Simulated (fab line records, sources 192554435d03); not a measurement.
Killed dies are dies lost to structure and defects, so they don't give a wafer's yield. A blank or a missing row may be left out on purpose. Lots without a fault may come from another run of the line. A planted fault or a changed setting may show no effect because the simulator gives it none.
fab line records | flow n5_finfet | part 1 of 2: steps 1 to 5 of 6
record lots=10 wafers=30 last_day=17
route steps=1938 shown MOL_CONTACT_COAG@530 BEOL_M4@1111 PASSIVATION@1936
lots that met no fault: from a run of the same line without faults
start_h: hours from the record's first day to the start of the lot's first wafer shown | wait_h: hours since the lot's step before | " the same as in the row above | L1.1+2: a row that stands for several wafers | - no value, or no start given | * or withheld: withheld | < > ~ a bound
route shown NAME@n: a module of which the file shows steps, and the number in the route of the first | usual: mean/standard deviation of fault-free wafers | same: alike in all rows | chamber/n: place in a boat | sites: the reading at each site | _std_site: their standard deviation | _edge_site: outer sites' mean less inner sites' | radius_mm: how far each site lies from the wafer's centre | mask NAME#n: copy n | behind: the tool/chamber that last shaped the wafer | hold: why the lot was held/for how many hours/how that ended | device: the transistor (n, p or np) that didn't switch | end of line: the same wafers' tests at the end of the route | a step without rows: its recipe alone | killed: dies lost to structure and defects at the first sort, not the wafer's yield | map: a wafer's dies, x killed, . not, _ none there
set.NAME: the setting as run; set.NAME@STEP: as run at that earlier step | model.NAME: the simulator's own value behind a step, which no gauge read
steps of the route over a sample of lots; a table a step, a row a wafer
services: from which hour (start_h, from the record's first day; less than 0 if before it) a tool's chamber was out of use, for how many hours, and why
## steps
# step N5_MOL_CONTACT_COAG_ETCH_59
# recipe chemistry=N2/H2 target=underlayer target_depth_a=130 mask_material=CAR-EUV time_s=10.4 ion_energy_ev=200 pressure_mtorr=30 source_w=840 bias_w=150 n2_flow_sccm=200 h2_flow_sccm=200 ends=cleared
# usual drypump_motor_current_A=5.6/0.36 etch_rf_on_time_s=10.5/0.32 oes_product_au=0.67/0.085 rf_fwd_power_W=819.4/2.4 rf_vpp_V=525.0/2.7 showerhead_plenum_p_Torr=2.58/0.097 throttle_valve_pct=17.9/0.41
# columns lot.wafer tool chamber start_h wait_h drypump_motor_current_A etch_rf_on_time_s oes_product_au rf_fwd_power_W rf_hours_counter_h rf_vpp_V showerhead_plenum_p_Torr throttle_valve_pct
L606.3 rie_diel-01 3 95.15 0.0 5.6 10.7 0.69 819.1 73 525.0 2.57 17.4
L606.4 " 2 " " 5.9 10.5 0.61 817.7 228 520.3 2.39 18.1
L606.6 " 0 " " 5.8 10.8 0.57 818.1 - 525.5 2.60 18.2
L608.1 rie_diel-01 0 105.40 0.0 5.8 10.9 0.56 819.2 233 526.0 2.60 18.2
L608.4 " 3 " " 5.6 10.7 0.69 819.3 77 523.3 2.56 17.4
L608.5 " 3 " " 5.6 10.8 0.68 819.8 - 523.8 2.57 17.4
L610.2 rie_diel-05 3 121.97 0.0 6.3 10.2 0.84 818.5 2 521.8 2.47 17.1
L610.3 " 2 " " 5.8 10.3 0.59 819.7 210 522.7 2.49 17.9
L610.6 " 2 " " 5.7 10.2 0.59 821.5 - 523.1 2.49 17.9
L613.1 rie_diel-03 3 137.40 0.0 5.4 11.1 0.69 817.8 71 528.3 2.66 17.5
L613.4 " 0 " " 5.5 10.7 0.62 820.4 169 521.4 2.43 18.4
L613.5 " 3 " " 5.4 11.0 0.68 815.3 - 527.9 2.66 17.5
L614.1 rie_diel-01 2 142.56 0.0 5.9 10.7 0.59 815.6 248 519.5 2.38 18.2
L614.2 " 1 " " 5.1 10.2 0.60 819.7 207 525.8 2.64 18.4
L614.3 " 3 " " 5.6 10.6 0.68 818.9 93 524.4 2.56 17.4
L618.1 rie_diel-03 2 169.60 0.0 6.0 9.7 0.78 819.1 34 528.4 2.68 17.3
L618.2 " 3 " " 5.4 10.9 0.67 815.1 82 528.9 2.66 17.5
L618.5 " 3 " " 5.4 10.9 0.67 817.8 - 526.6 2.66 17.5
L619.3 rie_diel-01 1 170.62 0.0 5.1 10.4 0.58 817.8 220 526.6 2.63 18.5
L619.4 " 0 " " 5.8 10.5 0.80 819.5 - 524.9 2.59 17.8
L619.5 " 1 " " 5.1 10.5 0.58 821.3 - 527.2 2.63 18.5
L620.2 rie_diel-01 0 177.81 0.0 5.8 10.4 0.80 817.5 9 524.3 2.59 17.8
L620.3 " 1 " " 5.0 10.4 0.59 822.1 223 525.5 2.63 18.5
L620.5 " 0 " " 5.8 10.4 0.80 817.8 - 524.8 2.59 17.8
L622.2 rie_diel-01 1 191.87 0.0 5.0 10.5 0.58 817.3 229 525.4 2.63 18.5
L622.5 " 2 " " 5.9 10.5 0.83 819.5 - 530.4 2.69 17.6
L622.6 " 3 " " 5.6 10.7 0.65 820.5 - 524.2 2.55 17.5
L623.1 rie_diel-01 2 197.22 0.0 5.9 10.4 0.82 819.5 5 529.9 2.69 17.6
L623.2 " 3 " " 5.6 10.7 0.66 821.0 117 524.4 2.55 17.5
L623.5 " 3 " " 5.6 10.6 0.64 821.4 - 527.1 2.55 17.5
# step N5_MOL_CONTACT_COAG_IMPLANT_129
# recipe species=Ge energy_kev=3 dose_cm2=6e+14 tilt_deg=0 rotation_deg=0
# usual beam_energy_keV=2.9999/0.00086 end_station_pressure_torr=5.8e-06/3.1e-07
# columns lot.wafer tool chamber start_h wait_h beam_energy_keV end_station_pressure_torr
L606.3 implanter-02 0 95.60 0.1 3.0002 6.1e-06
L606.4 " 0 " " 3.0008 5.6e-06
L606.6 " 0 " " 3.0001 6.1e-06
L608.1 implanter-02 0 105.80 0.0 3.0003 5.3e-06
L608.4 " 0 " " 3.0000 5.3e-06
L608.5 " 0 " " 2.9986 6.1e-06
L610.2 implanter-02 0 122.40 0.1 2.9996 5.8e-06
L610.3 " 0 " " 2.9992 6e-06
L610.6 " 0 " " 2.9988 5.8e-06
L613.1 implanter-01 0 137.80 0.0 3.0012 6.2e-06
L613.4 " 0 " " 3.0012 5.5e-06
L613.5 " 0 " " 3.0009 5.8e-06
L614.1 implanter-02 0 142.95 0.0 2.9997 5.7e-06
L614.2 " 0 " " 2.9982 6.1e-06
L614.3 " 0 " " 2.9994 5.4e-06
L618.1 implanter-02 0 170.16 0.0 3.0003 6.1e-06
L618.2 " 0 " " 3.0005 5.7e-06
L618.5 " 0 " " 3.0006 5.2e-06
L619.3 implanter-02 0 171.08 0.1 1.1901 8.5e-06
L619.4 " 0 " " 1.1913 8.2e-06
L619.5 " 0 " " 1.1914 9.1e-06
L620.2 implanter-02 0 178.24 0.1 1.1915 8.2e-06
L620.3 " 0 " " 1.1926 8.6e-06
L620.5 " 0 " " 1.1915 8.8e-06
L622.2 implanter-02 0 192.29 0.1 1.1934 9.2e-06
L622.5 " 0 " " 1.1925 8.4e-06
L622.6 " 0 " " 1.1929 8.5e-06
L623.1 implanter-01 0 197.62 0.0 2.9998 6e-06
L623.2 " 0 " " 3.0012 6.5e-06
L623.5 " 0 " " 3.0007 5.6e-06
# step N5_MOL_CONTACT_COAG_SIL_ANNEAL_21
# recipe temp_c=550 time_s=60 ambient=N2
# usual lamp_power_pct=6.03/0.13 wafer_temp_C_max=552.4/0.66
# columns lot.wafer tool chamber start_h wait_h lamp_power_pct wafer_temp_C_max
L606.3 rtp_anneal-01 0 96.57 0.3 6.19 552.5
L606.4 " 0 " " 6.20 551.3
L606.6 " 0 " " 6.20 551.5
L608.1 rtp_anneal-01 0 110.05 0.2 6.20 552.4
L608.4 " 0 " " 6.20 552.7
L608.5 " 0 " " 6.20 552.4
L610.2 rtp_anneal-01 0 123.34 0.2 6.20 551.9
L610.3 " 0 " " 6.19 552.0
L610.6 " 0 " " 6.19 552.0
L613.1 rtp_anneal-01 0 138.76 0.2 6.18 551.8
L613.4 " 0 " " 6.19 552.3
L613.5 " 0 " " 6.19 551.2
L614.1 rtp_anneal-02 0 144.63 0.2 5.94 553.0
L614.2 " 0 " " 5.93 552.9
L614.3 " 0 " " 5.93 552.8
L618.1 rtp_anneal-01 0 171.73 0.3 6.20 551.6
L618.2 " 0 " " 6.18 551.7
L618.5 " 0 " " 6.19 551.9
L619.3 rtp_anneal-02 0 172.20 0.3 5.93 552.4
L619.4 " 0 " " 5.94 552.9
L619.5 " 0 " " 5.92 552.0
L620.2 rtp_anneal-01 0 179.84 0.2 6.20 551.8
L620.3 " 0 " " 6.19 551.2
L620.5 " 0 " " 6.20 551.7
L622.2 rtp_anneal-02 0 193.35 0.2 5.92 552.2
L622.5 " 0 " " 5.93 552.7
L622.6 " 0 " " 5.93 552.9
L623.1 rtp_anneal-01 0 200.10 0.2 6.19 551.4
L623.2 " 0 " " 6.19 551.0
L623.5 " 0 " " 6.19 551.9
# step N5_MOL_CONTACT_COAG_PRE_CLEAN_141
# recipe gas=H2/He time_s=60 temp_c=300
# usual heater_power_w=456/43
# columns lot.wafer tool chamber start_h wait_h heater_power_w
L606.3 pvd_sputter-01 - 98.87 2.3 458
L606.4 " - " " 510
L606.6 " - " " 504
L608.1 pvd_sputter-01 - 110.57 0.5 457
L608.4 " - " " 422
L608.5 " - " " 482
L610.2 pvd_sputter-03 - 123.73 0.4 517
L610.3 " - " " 404
L610.6 " - " " 411
L613.1 pvd_sputter-03 - 139.32 0.5 450
L613.4 " - " " 512
L613.5 " - " " 384
L614.1 pvd_sputter-01 - 145.19 0.5 407
L614.2 " - " " 483
L614.3 " - " " 457
L618.1 pvd_sputter-01 - 172.51 0.8 485
L618.2 " - " " 444
L618.5 " - " " 458
L619.3 pvd_sputter-02 - 174.68 2.5 490
L619.4 " - " " 381
L619.5 " - " " 475
L620.2 pvd_sputter-01 - 180.40 0.5 528
L620.3 " - " " 485
L620.5 " - " " 458
L622.2 pvd_sputter-02 - 194.19 0.8 485
L622.5 " - " " 503
L622.6 " - " " 473
L623.1 pvd_sputter-03 - 201.03 0.9 413
L623.2 " - " " 397
L623.5 " - " " 404
# step N5_BEOL_M4_RC_MEAS_101
# usual DIBL_N=37.5/2.5 DIBL_P=38/3.1 IOFF_N=0.19/0.059 IOFF_P=0.24/0.061 ION_N=679/16 ION_P=465/9.8 RC_DENSE_N=19.3/0.65 RC_DENSE_P=24.2/0.81 RC_N=15.7/0.52 RC_P=19.7/0.64 REXT_N=75.6/1.8 SS_N=72.0/0.8 SS_P=73.7/0.86 VT_N=248/4.5 VT_P=-249/3.5
# columns lot.wafer tool chamber start_h wait_h DIBL_N[mV/V] DIBL_P[mV/V] IOFF_N[nA/um] IOFF_P[nA/um] ION_N[uA/um] ION_P[uA/um] RC_DENSE_N[ohm.um] RC_DENSE_P[ohm.um] RC_N[ohm.um] RC_P[ohm.um] REXT_N[ohm.um] SS_N[mV/dec] SS_P[mV/dec] VT_N[mV] VT_P[mV]
L606.3 prober-02 0 170.07 0.3 37.3 38 0.18 0.23 677 459 18.6 23.6 15.2 19.1 74.2 72.0 73.5 250 -250
L606.4 " 0 " " 37.3 40 0.19 0.27 675 465 17.1 21.7 14.0 17.8 73.6 72.5 74.2 248 -248
L606.6 " 0 " " 37.4 38 0.18 0.22 676 460 19.7 24.5 15.8 19.9 73.9 72.6 73.8 255 -252
L608.1 prober-01 0 188.43 0.0 35.7 36 0.15 0.19 673 458 19.9 24.9 16.2 20.4 76.7 71.9 72.4 253 -250
L608.4 " 0 " " 33.3 34 0.11 0.17 651 455 19.8 24.8 16.2 20.3 78.3 70.6 71.8 255 -253
L608.5 " 0 " " 37.1 38 0.18 0.24 669 461 19.8 24.8 16.2 20.3 76.7 71.6 73.8 248 -249
L610.2 prober-02 0 191.94 0.2 31.0 28 0.08 0.12 644 452 18.7 23.3 15.1 19.0 75.0 70.6 70.8 259 -255
L610.3 " 0 " " 33.5 33 0.12 0.18 679 467 19.9 24.9 16.1 20.3 76.5 69.8 72.5 253 -251
L610.6 " 0 " " 33.7 35 0.13 0.19 672 462 19.2 23.7 15.6 19.5 77.1 70.2 73.0 250 -250
L614.1 prober-01 0 225.41 0.0 41.4 40 0.27 0.33 702 477 18.7 23.3 15.1 19.0 72.4 72.5 74.7 244 -244
L614.2 " 0 " " 37.6 35 0.15 0.21 671 458 19.0 23.8 15.4 19.4 73.1 71.6 73.5 255 -247
L614.3 " 0 " " 38.9 38 0.19 0.28 679 468 19.0 23.4 15.4 19.3 74.3 72.4 73.4 246 -244
L613.1 prober-01 0 237.18 0.1 34.4 35 0.10 0.16 657 453 19.6 24.5 16.0 19.6 75.3 70.8 73.2 260 -253
L613.4 " 0 " " 38.7 39 0.18 0.24 673 467 19.3 23.9 15.8 19.5 74.4 71.8 74.1 247 -249
L613.5 " 0 " " 37.1 37 0.14 0.20 651 452 19.4 24.1 15.9 19.5 74.1 71.5 73.1 252 -251
L618.1 prober-02 0 257.03 0.0 37.5 37 0.20 0.30 706 489 18.8 23.8 15.4 19.5 74.0 70.9 73.4 242 -244
L618.2 " 0 " " 36.4 34 0.16 0.23 689 470 19.1 24.1 15.8 19.7 74.1 72.0 72.9 249 -248
L618.5 " 0 " " 36.5 35 0.18 0.26 684 479 19.2 24.1 15.6 19.7 74.3 71.7 72.7 249 -244
L620.2 prober-01 0 258.22 0.2 39.9 42 0.28 0.31 693 466 26.1 32.8 21.3 26.6 80.2 72.3 74.8 242 -245
L620.3 " 0 " " 39.4 43 0.25 0.32 682 463 25.7 32.5 21.1 26.4 81.3 71.7 75.0 246 -244
L620.5 " 0 " " 39.4 43 0.26 0.32 678 466 25.7 32.3 20.9 26.3 81.0 72.6 74.6 243 -246
L619.4 prober-02 0 259.36 0.5 36.5 37 0.14 0.21 650 450 26.9 33.4 21.8 27.1 83.5 71.5 73.3 252 -250
L619.5 " 0 " " 38.3 38 0.19 0.27 674 466 25.9 32.3 21.2 26.2 82.3 72.0 74.3 248 -248
L622.2 prober-01 0 283.52 0.2 40.7 41 0.24 0.26 689 467 26.5 33.0 21.5 26.9 85.6 72.1 74.2 243 -248
L622.5 " 0 " " 38.4 37 0.19 0.20 657 448 25.8 32.0 20.9 26.0 85.3 72.4 73.8 251 -255
L623.1 prober-02 0 284.19 0.0 34.5 35 0.14 0.21 668 462 18.9 23.7 15.5 19.3 76.2 70.9 73.5 249 -249
L623.2 " 0 " " 36.0 35 0.14 0.20 668 459 19.2 24.1 15.8 19.3 74.8 71.2 73.8 251 -250
L623.5 " 0 " " 39.9 40 0.24 0.28 696 475 19.4 24.2 15.7 19.9 74.1 71.8 74.1 244 -246
## key
first_sign step=N5_MOL_CONTACT_COAG_IMPLANT_129 reading=beam_energy_keV direction=down sigmas=99+ usual=2.9999 struck=1.1919
effect step=N5_MOL_CONTACT_COAG_IMPLANT_129 reading=end_station_pressure_torr direction=up sigmas=9.2 usual=5.8e-06 struck=8.6e-06
effect step=N5_BEOL_M4_RC_MEAS_101 reading=RC_P direction=up sigmas=11 usual=19.7 struck=26.5
effect step=N5_BEOL_M4_RC_MEAS_101 reading=RC_N direction=up sigmas=11 usual=15.7 struck=21.3
effect step=N5_BEOL_M4_RC_MEAS_101 reading=RC_DENSE_P direction=up sigmas=10 usual=24.2 struck=32.6
effect step=N5_BEOL_M4_RC_MEAS_101 reading=RC_DENSE_N direction=up sigmas=10 usual=19.3 struck=26.1
effect step=N5_BEOL_M4_RC_MEAS_101 reading=REXT_N direction=up sigmas=3.9 usual=75.6 struck=82.7
met_at N5_MOL_CONTACT_COAG_IMPLANT_129
struck_lots L619,L620,L622
rows_end L619.3,L622.6
not_acting_at N5_MOL_CONTACT_COAG_ETCH_59,N5_MOL_CONTACT_COAG_SIL_ANNEAL_21,N5_MOL_CONTACT_COAG_PRE_CLEAN_141
onset_between 170.16 171.08
fault kind=process_parameter_drift tool=implanter-02 chamber=- onset_h=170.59 steps=N5_MOL_CONTACT_COAG_IMPLANT_129 channel=energy_kev offset=-1.8074 shape=step acts_in=these_recipes_only stated=3
# rows_end: these wafers met a further fault down the route, and their rows from its step on are left out
